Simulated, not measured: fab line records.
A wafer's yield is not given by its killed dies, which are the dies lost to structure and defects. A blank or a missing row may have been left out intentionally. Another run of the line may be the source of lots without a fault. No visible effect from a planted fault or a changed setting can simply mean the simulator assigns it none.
Split-lot trial -- flow n5Finfet -- 39 wafers read from 7 lots, route of 1938 steps

== THE SPLIT ITSELF ==
At N5_DUMMY_GATE_ETCH_37 (etches SOC in N2/H2, target depth 60 nm, overetch 30 nm), the setting sourceW was moved away from the recipe's 840 W on 18 of the 39 wafers read, by -11.6% to +18.0%. For the rest of the wafers, this setting stayed at what the recipe calls for.

The split's own step is where the reading is taken.

== THE READING ==
rfVppV, in V, at N5_DUMMY_GATE_ETCH_37 (etches SOC in N2/H2, target depth 60 nm, overetch 30 nm). Fault-free wafers of this fab line usually give 524.6 V, standard deviation 2.2 V.

wafer,"tool, chamber at the split","sourceW as run, W",against the recipe,"rfVppV, V",against lot-mates on the recipe
L074.1,"rieDiel-06, 2",895.7,+6.6%,515.6,-11.9
L074.2,"rieDiel-06, 3",840,recipe,529.7,-
L074.3,"rieDiel-06, 0",895.7,+6.6%,512.3,-15.2
L074.4,"rieDiel-06, 1",840,recipe,523.5,-
L074.5,"rieDiel-06, 3",840,recipe,529.2,-
L074.6,"rieDiel-06, 0",895.7,+6.6%,511.6,-15.9
L075.1,"rieDiel-06, 3",840,recipe,529.8,-
L075.2,"rieDiel-06, 0",977.1,+16.3%,498.1,-29.2
L075.3,"rieDiel-06, 2",977.1,+16.3%,501.5,-25.8
L075.4,"rieDiel-06, 1",840,recipe,523.2,-
L075.5,"rieDiel-06, 0",977.1,+16.3%,498.0,-29.3
L075.6,"rieDiel-06, 3",840,recipe,528.9,-
L079.1,"rieDiel-06, 2",840,recipe,526.5,-
L079.2,"rieDiel-06, 1",840,recipe,523.4,-
L079.3,"rieDiel-06, 0",774.1,-7.8%,539.1,+13.2
L079.4,"rieDiel-06, 3",840,recipe,527.8,-
L079.5,"rieDiel-06, 0",774.1,-7.8%,538.0,+12.1
L079.6,"rieDiel-06, 3",774.1,-7.8%,543.8,+17.9
L083.1,"rieDiel-01, 0",840,recipe,521.6,-
L083.3,"rieDiel-01, 2",840,recipe,525.1,-
L083.5,"rieDiel-01, 0",840,recipe,521.0,-
L087.1,"rieDiel-06, 0",840,recipe,522.3,-
L087.2,"rieDiel-06, 3",742.4,-11.6%,549.4,+27.0
L087.3,"rieDiel-06, 1",840,recipe,522.8,-
L087.4,"rieDiel-06, 3",742.4,-11.6%,549.5,+27.1
L087.5,"rieDiel-06, 1",742.4,-11.6%,543.5,+21.1
L087.6,"rieDiel-06, 0",840,recipe,522.1,-
L088.1,"rieDiel-01, 0",840,recipe,521.9,-
L088.2,"rieDiel-01, 2",840,recipe,525.0,-
L088.3,"rieDiel-01, 1",982.6,+17.0%,498.0,-26.0
L088.4,"rieDiel-01, 3",840,recipe,525.0,-
L088.5,"rieDiel-01, 1",982.6,+17.0%,499.1,-24.9
L088.6,"rieDiel-01, 2",982.6,+17.0%,500.0,-24.0
L097.1,"rieDiel-01, 0",990.8,+18.0%,494.1,-30.9
L097.2,"rieDiel-01, 1",840,recipe,525.1,-
L097.3,"rieDiel-01, 3",840,recipe,524.6,-
L097.4,"rieDiel-01, 2",840,recipe,525.3,-
L097.5,"rieDiel-01, 2",990.8,+18.0%,496.7,-28.3
L097.6,"rieDiel-01, 1",990.8,+18.0%,497.9,-27.1

THE FIT
A straight line over all 39 wafers: rfVppV changes by -1.67 V for each +1% of sourceW; r = -0.98; the points scatter about the line by 2.7 V.
The same after taking each lot's own level away (the mean of its wafers on the recipe; 39 wafers): -1.72 V for each +1%; r = -0.98; scatter 2.8 V.
According to that fit, moving sourceW by its largest amount changes the reading by 31 V.
The lots' own levels span 522.40 to 527.47 V, that is 2.3 times the standard deviation above.
The two slopes agree, so the slope changes little with the lot-to-lot level.
Check: -30.1 V against its lot-mates is what the line predicts for one of the wafers moved furthest among these (+18.0%) when that wafer is left out of the fit. It came out at -30.9 V against them.
Tool readings at the split's step, against how far the setting was moved: rfVppV r = -0.98.

== FURTHER SPLITS ON THESE WAFERS ==
Note: prior to the reading, these wafers also went through further splits. Each is held against what the fit with the lots' levels taken away leaves over:
other split on the same wafers,wafers away from the commonest value,r with rfVppV (lot level and that fit taken away)
N5_FIN_SAQP_ALD_61 aldCycles,12,-0.02
N5_FIN_CUT_CUT_ETCH_26 timeS,12,+0.00

== THE FILE'S OWN FIT ==
rfVppV changes by -1.7 V for each +1% of sourceW, r = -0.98.
